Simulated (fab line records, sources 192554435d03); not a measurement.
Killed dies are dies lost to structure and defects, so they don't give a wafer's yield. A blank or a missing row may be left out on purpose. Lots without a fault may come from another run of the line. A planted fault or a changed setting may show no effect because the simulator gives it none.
fab line records | flow n5_finfet | part 1 of 2: steps 1 to 28 of 35
record lots=5 wafers=15 last_day=17
route steps=1938 shown STI_FIN_REVEAL@207 DUMMY_GATE@212
lots that met no fault: from a run of the same line without faults
start_h: hours from the record's first day to the start of the lot's first wafer shown | wait_h: hours since the lot's step before | " the same as in the row above | L1.1+2: a row that stands for several wafers | - no value, or no start given | * or withheld: withheld | < > ~ a bound
route shown NAME@n: a module of which the file shows steps, and the number in the route of the first | usual: mean/standard deviation of fault-free wafers | same: alike in all rows | chamber/n: place in a boat | sites: the reading at each site | _std_site: their standard deviation | _edge_site: outer sites' mean less inner sites' | radius_mm: how far each site lies from the wafer's centre | mask NAME#n: copy n | behind: the tool/chamber that last shaped the wafer | hold: why the lot was held/for how many hours/how that ended | device: the transistor (n, p or np) that didn't switch | end of line: the same wafers' tests at the end of the route | a step without rows: its recipe alone | killed: dies lost to structure and defects at the first sort, not the wafer's yield | map: a wafer's dies, x killed, . not, _ none there
set.NAME: the setting as run; set.NAME@STEP: as run at that earlier step | model.NAME: the simulator's own value behind a step, which no gauge read
lots at some steps of the route; a table a step, a row a wafer
services: from which hour (start_h, from the record's first day; less than 0 if before it) a tool's chamber was out of use, for how many hours, and why
## steps
# step N5_STI_FIN_REVEAL_CD_MEAS_22
# recipe target_cd_nm=6.238 pitch_nm=28 polarity=line
# usual cd_nm=6.24/0.24
# columns lot.wafer tool chamber start_h wait_h cd_nm
L078.1 cd_sem-02 - 61.47 0.0 6.08
L078.2 " - " " 6.52
L078.5 " - " " 6.63
L087.2 cd_sem-02 - 114.93 0.0 6.31
L087.3 " - " " 6.32
L087.4 " - " " 6.90
L092.1 cd_sem-02 - 145.27 0.0 6.37
L092.5 " - " " 6.35
L092.6 " - " " 6.27
L095.2 cd_sem-01 - 163.05 0.0 5.90
L095.5 " - " " 6.30
L095.6 " - " " 6.41
L096.2 cd_sem-03 - 169.68 0.0 6.46
L096.5 " - " " 5.92
L096.6 " - " " 6.15
# step N5_STI_FIN_REVEAL_FIN_H_MEAS_10
# usual trench_depth_nm=52.0/0.82
# columns lot.wafer tool chamber start_h wait_h trench_depth_nm
L078.1 ocd-01 - 61.50 0.0 52.1
L078.2 " - " " 53.3
L078.5 " - " " 52.3
L087.2 ocd-01 - 114.96 0.0 50.1
L087.3 " - " " 51.3
L087.4 " - " " 50.5
L092.1 ocd-02 - 145.30 0.0 51.6
L092.5 " - " " 51.3
L092.6 " - " " 50.4
L095.2 ocd-02 - 163.08 0.0 50.9
L095.5 " - " " 51.5
L095.6 " - " " 51.6
L096.2 ocd-01 - 169.71 0.0 52.2
L096.5 " - " " 52.4
L096.6 " - " " 51.6
# step N5_STI_FIN_REVEAL_PRECLEAN_18
# recipe chemistry=SC2 time_s=45 temp_c=35 mix=1:1:50
# columns lot.wafer tool chamber start_h wait_h
L078.1+2+5 wet_bench-01 4,5,3 61.53 0.0
L087.2+3+4 wet_bench-05 7,1,5 114.99 0.0
L092.1+5+6 wet_bench-01 1,3,2 145.33 0.0
L095.2+5+6 wet_bench-05 3,6,7 163.11 0.0
L096.2+5+6 wet_bench-01 5,4,3 169.74 0.0
# step N5_STI_FIN_REVEAL_SRD_28
# recipe dry=ipa_marangoni time_s=30 temp_c=23 rinse_liquid=diw
# columns lot.wafer tool chamber start_h wait_h
L078.1+2+5 wet_bench-01 4,5,3 61.55 0.0
L087.2+3+4 wet_bench-05 7,1,5 115.01 0.0
L092.1+5+6 wet_bench-01 1,3,2 145.34 0.0
L095.2+5+6 wet_bench-05 3,6,7 163.12 0.0
L096.2+5+6 wet_bench-01 5,4,3 169.75 0.0
# step N5_STI_FIN_REVEAL_INSPECT_13
# recipe inspect_instrument=darkfield mode=post_clean
# usual raw_defect_count=13/6.3
# columns lot.wafer tool chamber start_h wait_h raw_defect_count
L078.1 defect_inspect-02 - 61.59 0.0 15
L078.2 " - " " 18
L078.5 " - " " 8
L087.2 defect_inspect-01 - 115.05 0.0 18
L087.3 " - " " 21
L087.4 " - " " 12
L092.1 defect_inspect-02 - 145.38 0.0 10
L092.5 " - " " 8
L092.6 " - " " 11
L095.2 defect_inspect-02 - 163.16 0.0 19
L095.5 " - " " 17
L095.6 " - " " 11
L096.2 defect_inspect-02 - 169.79 0.0 12
L096.5 " - " " 11
L096.6 " - " " 12
# step N5_DUMMY_GATE_PRECLEAN_00
# recipe chemistry=O3/DIW time_s=60 temp_c=22 o3_ppm=10
# columns lot.wafer tool chamber start_h wait_h
L078.1+2+5 wet_bench-06 0,3,2 61.61 0.0
L087.2+3+4 wet_bench-02 7,4,0 115.08 0.0
L092.1+5+6 wet_bench-03 6,5,7 145.41 0.0
L095.2+5+6 wet_bench-06 2,7,0 163.19 0.0
L096.2+5+6 wet_bench-03 4,3,2 169.82 0.0
# step N5_DUMMY_GATE_SRD_01
# recipe time_s=30 temp_c=23 rinse_liquid=diw dry=ipa_marangoni
# columns lot.wafer tool chamber start_h wait_h
L078.1+2+5 wet_bench-06 0,3,2 61.63 0.0
L087.2+3+4 wet_bench-02 7,4,0 115.10 0.0
L092.1+5+6 wet_bench-03 6,5,7 145.43 0.0
L095.2+5+6 wet_bench-06 2,7,0 163.21 0.0
L096.2+5+6 wet_bench-03 4,3,2 169.84 0.0
# step N5_DUMMY_GATE_ALD_02
# recipe material=SiO2 target_thk_a=20 temp_c=300 ald_precursor_family=BDEAS ald_co_reactant=O2-plasma pulse_time_s=1 pressure_torr=2
# usual heater_power_w=479/55 precursor_pulse_height_rel=1.001/0.023
# columns lot.wafer tool chamber start_h wait_h heater_power_w precursor_pulse_height_rel
L078.1 ald_sin-04 3 62.83 1.2 488 0.973
L078.2 " 1 " " 469 0.961
L078.5 " 2 " " 581 0.972
L087.2 ald_sin-01 2 115.14 0.0 366 0.992
L087.3 " 1 " " 507 0.999
L087.4 " 0 " " 541 1.011
L092.1 ald_sin-04 0 145.48 0.0 452 1.029
L092.5 " 0 " " 450 1.007
L092.6 " 3 " " 497 0.981
L095.2 ald_sin-03 0 163.29 0.1 523 1.021
L095.5 " 0 " " 513 0.999
L095.6 " 1 " " 491 1.008
L096.2 ald_sin-04 0 169.89 0.0 440 0.984
L096.5 " 1 " " 437 0.931
L096.6 " 2 " " 593 0.979
# step N5_DUMMY_GATE_CVD_03
# recipe material=a-Si target_thk_a=1500 temp_c=530 precursor=SiH4 time_s=8042
# usual spike_tc_lower_C=529.7/1.4
# columns lot.wafer tool chamber start_h wait_h spike_tc_lower_C
L078.1 lpcvd-02 1/40 62.93 0.1 528.6
L078.2 " 1/45 " " 528.6
L078.5 " 1/59 " " 528.6
L087.2 lpcvd-02 0/45 117.13 1.9 530.6
L087.3 " 0/50 " " 530.6
L087.4 " 0/54 " " 530.6
L092.1 lpcvd-01 1/90 145.58 0.1 530.7
L092.5 " 1/109 " " 530.7
L092.6 " 1/114 " " 530.7
L095.2 lpcvd-01 0/70 163.40 0.1 531.4
L095.5 " 0/84 " " 531.4
L095.6 " 0/89 " " 531.4
L096.2 lpcvd-01 1/45 169.99 0.1 530.6
L096.5 " 1/59 " " 530.6
L096.6 " 1/64 " " 530.6
# step N5_DUMMY_GATE_PRECLEAN_46
# recipe chemistry=DIW time_s=89.5 temp_c=23
# columns lot.wafer tool chamber start_h wait_h
L078.1+2+5 wet_bench-02 7,3,1 66.62 0.0
L087.2+3+4 wet_bench-03 4,1,0 120.80 0.0
L092.1+5+6 wet_bench-06 6,0,7 149.26 0.0
L095.2+5+6 wet_bench-03 0,7,1 167.07 0.0
L096.2+5+6 wet_bench-03 5,1,0 173.67 0.0
# step N5_DUMMY_GATE_SRD_47
# recipe dry_time_s=32 dry=n2_spin spin_rpm=1500
# columns lot.wafer tool chamber start_h wait_h
L078.1+2+5 wet_bench-02 7,3,1 66.65 0.0
L087.2+3+4 wet_bench-03 4,1,0 120.83 0.0
L092.1+5+6 wet_bench-06 6,0,7 149.29 0.0
L095.2+5+6 wet_bench-03 0,7,1 167.10 0.0
L096.2+5+6 wet_bench-03 5,1,0 173.70 0.0
# step N5_DUMMY_GATE_CMP_04
# recipe material=a-Si post_cmp_clean=alkaline_brush
# usual motor_current_A=9.7/0.95 time_to_endpoint_s=13.1/2.5
# columns lot.wafer tool chamber start_h wait_h motor_current_A time_to_endpoint_s
L078.2 cmp-03 0 66.75 0.1 9.0 15.2
L078.1 " 1 " " 9.0 12.6
L078.5 " 1 " " 8.7 14.1
L087.2 cmp-04 0 120.86 0.0 9.1 13.7
L087.3 " 2 " " 10.9 11.7
L087.4 " 3 " " 10.3 16.3
L092.1 cmp-03 3 149.35 0.1 9.7 9.1
L092.5 " 2 " " 9.3 14.1
L092.6 " 3 " " 9.4 11.8
L095.2 cmp-01 1 167.13 0.0 12.0 14.3
L095.5 " 1 " " 10.9 17.5
L095.6 " 2 " " 9.5 17.0
L096.2 cmp-03 3 173.76 0.1 9.8 11.2
L096.5 " 2 " " 9.0 11.0
L096.6 " 3 " " 9.7 8.4
# step N5_DUMMY_GATE_THK_MEAS_05
# usual thk_nm=71.8/1.2
# columns lot.wafer tool chamber start_h wait_h thk_nm
L078.1 film_metro-02 - 66.99 0.2 73.5
L078.2 " - " " 75.9
L078.5 " - " " 73.4
L087.2 film_metro-02 - 121.10 0.2 73.1
L087.3 " - " " 71.2
L087.4 " - " " 72.1
L092.1 film_metro-01 - 149.56 0.2 71.4
L092.5 " - " " 70.4
L092.6 " - " " 70.1
L095.2 film_metro-02 - 167.38 0.2 73.1
L095.5 " - " " 72.5
L095.6 " - " " 71.3
L096.2 film_metro-01 - 173.97 0.2 70.2
L096.5 " - " " 69.8
L096.6 " - " " 71.0
# step N5_DUMMY_GATE_HM_DEP_06
# recipe material=SiNx target_thk_a=800 precursor=DCS/NH3 temp_c=700 pressure_mtorr=300 time_s=5141
# usual spike_tc_lower_C=700.4/0.92
# columns lot.wafer tool chamber start_h wait_h spike_tc_lower_C
L078.1 lpcvd-01 0/65 67.02 0.0 700.3
L078.2 " 0/70 " " 700.3
L078.5 " 0/84 " " 700.3
L087.2 lpcvd-02 0/70 121.13 0.0 700.8
L087.3 " 0/75 " " 700.8
L087.4 " 0/79 " " 700.8
L092.1 lpcvd-02 0/90 149.59 0.0 700.8
L092.5 " 0/109 " " 700.8
L092.6 " 0/114 " " 700.8
L095.2 lpcvd-02 0/45 167.40 0.0 701.0
L095.5 " 0/59 " " 701.0
L095.6 " 0/64 " " 701.0
L096.2 lpcvd-02 0/45 174.00 0.0 700.3
L096.5 " 0/59 " " 700.3
L096.6 " 0/64 " " 700.3
# step N5_DUMMY_GATE_PECVD_30
# recipe material=SiO2 target_thk_a=550 temp_c=400 precursor=TEOS/O2 pressure_torr=6.5 rf_w=withheld teos_flow_sccm=withheld gas=O2 flow_sccm=2650 time_s=10.8
# columns lot.wafer tool chamber start_h wait_h
L078.1+2+5 pecvd-02 1,2,2 70.96 0.0
L087.2+3+4 pecvd-02 2,0,1 125.07 0.0
L092.1+5+6 pecvd-02 0,0,2 153.53 0.0
L095.2+5+6 pecvd-01 2,0,1 171.36 0.0
L096.2+5+6 pecvd-01 0,2,1 177.94 0.0
# step N5_DUMMY_GATE_COAT_34
# recipe resist=SOC temp_c=250 time_s=60 spin_rpm=1500 resist_thk_nm=60
# usual heater_power_total_W=500.3/1.8
# columns lot.wafer tool chamber start_h wait_h heater_power_total_W
L078.1 litho_track-02 0 71.02 0.0 497.5
L078.2 " 0 " " 503.4
L078.5 " 0 " " 499.0
L087.2 litho_track-02 0 125.13 0.0 498.6
L087.3 " 0 " " 498.8
L087.4 " 0 " " 503.3
L092.1 litho_track-04 0 153.59 0.0 497.8
L092.5 " 0 " " 502.3
L092.6 " 0 " " 498.4
L095.2 litho_track-03 0 171.42 0.0 501.6
L095.5 " 0 " " 498.2
L095.6 " 0 " " 497.7
L096.2 litho_track-04 0 178.00 0.0 501.5
L096.5 " 0 " " 498.4
L096.6 " 0 " " 502.6
# step N5_DUMMY_GATE_COAT_35
# recipe resist=SiARC temp_c=220 time_s=60 spin_rpm=1500 resist_thk_nm=10
# usual heater_power_total_W=427.7/2.1
# columns lot.wafer tool chamber start_h wait_h heater_power_total_W
L078.1 litho_track-02 0 - - 427.3
L078.2 " 0 " " 426.5
L078.5 " 0 " " 427.8
L087.2 litho_track-02 0 - - 425.0
L087.3 " 0 " " 427.1
L087.4 " 0 " " 429.3
L092.1 litho_track-04 0 - - 428.2
L092.5 " 0 " " 430.6
L092.6 " 0 " " 427.6
L095.2 litho_track-03 0 - - 425.4
L095.5 " 0 " " 426.6
L095.6 " 0 " " 426.3
L096.2 litho_track-04 0 - - 430.8
L096.5 " 0 " " 424.1
L096.6 " 0 " " 429.9
# step N5_DUMMY_GATE_COAT_28
# recipe resist=underlayer temp_c=205 time_s=60 spin_rpm=1500 resist_thk_nm=10
# usual heater_power_total_W=391.7/1.3
# columns lot.wafer tool chamber start_h wait_h heater_power_total_W
L078.1 litho_track-02 0 - - 390.9
L078.2 " 0 " " 392.5
L078.5 " 0 " " 391.5
L087.2 litho_track-02 0 - - 392.3
L087.3 " 0 " " 392.7
L087.4 " 0 " " 392.1
L092.1 litho_track-04 0 - - 393.9
L092.5 " 0 " " 390.0
L092.6 " 0 " " 393.5
L095.2 litho_track-03 0 - - 391.9
L095.5 " 0 " " 392.5
L095.6 " 0 " " 391.4
L096.2 litho_track-04 0 - - 393.7
L096.5 " 0 " " 391.5
L096.6 " 0 " " 391.8
# step N5_DUMMY_GATE_COAT_09
# recipe resist=CAR-EUV spin_rpm=1500 resist_thk_nm=30
# columns lot.wafer tool chamber start_h wait_h
L078.1+2+5 litho_track-02 0 - -
L087.2+3+4 litho_track-02 0 - -
L092.1+5+6 litho_track-04 0 - -
L095.2+5+6 litho_track-03 0 - -
L096.2+5+6 litho_track-04 0 - -
# step N5_DUMMY_GATE_EBR_11
# recipe solvent=PGMEA ebr_width_mm=1.5
# columns lot.wafer tool chamber start_h wait_h
L078.1+2+5 litho_track-02 0 - -
L087.2+3+4 litho_track-02 0 - -
L092.1+5+6 litho_track-04 0 - -
L095.2+5+6 litho_track-03 0 - -
L096.2+5+6 litho_track-04 0 - -
# step N5_DUMMY_GATE_SOFTBAKE_10
# recipe temp_c=110 time_s=60 resist=CAR-EUV
# usual heater_power_total_W=175.2/1.6
# columns lot.wafer tool chamber start_h wait_h heater_power_total_W
L078.1 litho_track-02 0 - - 174.1
L078.2 " 0 " " 176.4
L078.5 " 0 " " 177.0
L087.2 litho_track-02 0 - - 174.3
L087.3 " 0 " " 173.2
L087.4 " 0 " " 177.1
L092.1 litho_track-04 0 - - 176.5
L092.5 " 0 " " 176.1
L092.6 " 0 " " 172.9
L095.2 litho_track-03 0 - - 177.3
L095.5 " 0 " " 175.3
L095.6 " 0 " " 174.7
L096.2 litho_track-04 0 - - 176.2
L096.5 " 0 " " 176.6
L096.6 " 0 " " 173.1
# step N5_DUMMY_GATE_EXPOSE_12
# recipe mask_id=GATE na=0.33 source_shape=annular sigma_inner=0.2 sigma_outer=0.6 polarization=unpolarized target_cd_nm=25 dose_mj=34
# usual focus_offset_nm=0.1/0.53
# same na=0.33
# columns lot.wafer tool chamber start_h wait_h mask focus_offset_nm
L078.1 euv_scanner-02 0 71.28 - GATE#0 0.5
L078.2 " 0 " " GATE#0 0.7
L078.5 " 0 " " GATE#0 0.3
L087.2 euv_scanner-01 0 125.27 - GATE#0 0.9
L087.3 " 0 " " GATE#0 -0.1
L087.4 " 0 " " GATE#0 -0.1
L092.1 euv_scanner-02 0 153.72 - GATE#0 -0.3
L092.5 " 0 " " GATE#0 -0.2
L092.6 " 0 " " GATE#0 -0.4
L095.2 euv_scanner-02 0 171.68 - GATE#0 0.1
L095.5 " 0 " " GATE#0 0.4
L095.6 " 0 " " GATE#0 -0.3
L096.2 euv_scanner-01 0 178.26 - GATE#0 0.0
L096.5 " 0 " " GATE#0 -0.2
L096.6 " 0 " " GATE#0 -0.1
# step N5_DUMMY_GATE_PEB_13
# recipe peb_temp_c=100 peb_time_s=60 resist=CAR-EUV
# usual heater_power_total_W=154.0/1.1
# columns lot.wafer tool chamber start_h wait_h heater_power_total_W
L078.1 litho_track-03 0 71.34 0.1 153.3
L078.2 " 0 " " 154.0
L078.5 " 0 " " 152.5
L087.2 litho_track-03 0 125.33 0.0 153.9
L087.3 " 0 " " 155.6
L087.4 " 0 " " 154.9
L092.1 litho_track-04 0 153.78 0.1 154.2
L092.5 " 0 " " 154.5
L092.6 " 0 " " 155.5
L095.2 litho_track-04 0 171.74 0.0 155.1
L095.5 " 0 " " 154.9
L095.6 " 0 " " 154.5
L096.2 litho_track-04 0 178.32 0.0 152.3
L096.5 " 0 " " 154.8
L096.6 " 0 " " 153.5
# step N5_DUMMY_GATE_DEVELOP_14
# recipe develop_time_s=30 developer=TMAH resist=CAR-EUV rinse_liquid=surfactant_rinse dry=air_spin dev_temp_c=23
# columns lot.wafer tool chamber start_h wait_h
L078.1+2+5 litho_track-03 0 - -
L087.2+3+4 litho_track-03 0 - -
L092.1+5+6 litho_track-04 0 - -
L095.2+5+6 litho_track-04 0 - -
L096.2+5+6 litho_track-04 0 - -
# step N5_DUMMY_GATE_CD_MEAS_15
# recipe target_cd_nm=25.8 landing_energy_ev=500 detector=se_inlens
# usual cd_nm=24.95/0.24
# columns lot.wafer tool chamber start_h wait_h cd_nm
L078.1 cd_sem-01 0 71.41 - 24.86
L078.2 " 0 " " 25.24
L078.5 " 0 " " 25.02
L087.2 cd_sem-01 0 125.40 - 24.69
L087.3 " 0 " " 24.87
L087.4 " 0 " " 24.85
L092.1 cd_sem-03 0 153.85 - 25.01
L092.5 " 0 " " 25.17
L092.6 " 0 " " 25.17
L095.2 cd_sem-03 0 171.81 - 24.80
L095.5 " 0 " " 25.41
L095.6 " 0 " " 25.34
L096.2 cd_sem-03 0 178.39 - 24.78
L096.5 " 0 " " 24.72
L096.6 " 0 " " 24.71
# step N5_DUMMY_GATE_OVL_MEAS_16
# recipe points_per_wafer=522
# usual GATE_OVL=0.3/0.75
# columns lot.wafer tool chamber start_h wait_h GATE_OVL[nm]
L078.1 overlay-01 0 71.45 0.0 0.8
L078.2 " 0 " " -0.2
L078.5 " 0 " " 0.2
L087.2 overlay-02 0 125.44 0.0 -1.4
L087.3 " 0 " " -2.1
L087.4 " 0 " " -1.1
L092.1 overlay-02 0 153.89 0.0 -0.1
L092.5 " 0 " " -1.0
L092.6 " 0 " " 0.3
L095.2 overlay-02 0 171.85 0.0 0.0
L095.5 " 0 " " 0.1
L095.6 " 0 " " -0.6
L096.2 overlay-02 0 178.43 0.0 0.6
L096.5 " 0 " " 1.1
L096.6 " 0 " " 1.3
# step N5_DUMMY_GATE_INSPECT_17
# recipe mode=adi inspect_instrument=brightfield
# usual raw_defect_count=211/58
# columns lot.wafer tool chamber start_h wait_h raw_defect_count
L078.1 defect_inspect-01 - 71.51 0.1 236
L078.2 " - " " 243
L078.5 " - " " 241
L087.2 defect_inspect-02 - 125.49 0.0 203
L087.3 " - " " 269
L087.4 " - " " 162
L092.1 defect_inspect-01 - 153.95 0.1 160
L092.5 " - " " 257
L092.6 " - " " 205
L095.2 defect_inspect-01 - 171.90 0.0 407
L095.5 " - " " 292
L095.6 " - " " 250
L096.2 defect_inspect-01 - 178.48 0.0 205
L096.5 " - " " 210
L096.6 " - " " 262
# step N5_DUMMY_GATE_DESCUM_20
# recipe chemistry=O2 time_s=6.2 source_power_w=50 bias_power_w=20 pressure_mtorr=20 rf_frequency_hz=2.712e+07 temp_c=40 resist=CAR-EUV o2_flow_sccm=225
# usual drypump_motor_current_A=5.6/0.39 oes_product_au=0.76/0.091 rf_vpp_V=243.2/1.5 showerhead_plenum_p_Torr=2.11/0.083 throttle_valve_pct=20.54/0.28
# columns lot.wafer tool chamber start_h wait_h drypump_motor_current_A oes_product_au rf_hours_counter_h rf_vpp_V showerhead_plenum_p_Torr throttle_valve_pct
L078.1 rie_diel-04 3 71.54 0.0 5.8 0.75 172 244.8 2.20 21.07
L078.2 " 2 " " 5.2 0.94 3 244.0 2.16 20.10
L078.5 " 1 " " 5.4 0.78 - 243.7 2.12 20.42
L087.2 rie_diel-02 1 125.60 0.1 6.0 0.69 215 241.1 2.00 20.34
L087.3 " 0 " " 5.8 0.69 248 241.6 1.97 20.54
L087.4 " 3 " " 5.9 0.71 230 244.0 2.16 20.80
L092.1 rie_diel-04 2 153.98 0.0 5.2 0.88 30 244.8 2.15 20.14
L092.5 " 3 " " 5.8 0.73 - 246.6 2.19 21.11
L092.6 " 2 " " 5.2 0.88 - 243.7 2.15 20.15
L095.2 rie_diel-02 1 171.94 0.0 6.0 0.68 232 241.3 2.00 20.38
L095.5 " 0 " " 5.8 0.98 - 244.7 2.23 20.18
L095.6 " 3 " " 5.9 0.71 - 243.3 2.15 20.82
L096.2 rie_diel-02 1 178.52 0.0 6.0 0.68 234 240.9 2.00 20.38
L096.5 " 3 " " 5.9 0.70 - 245.4 2.15 20.81
L096.6 " 2 " " 5.5 0.69 - 243.9 2.17 20.70
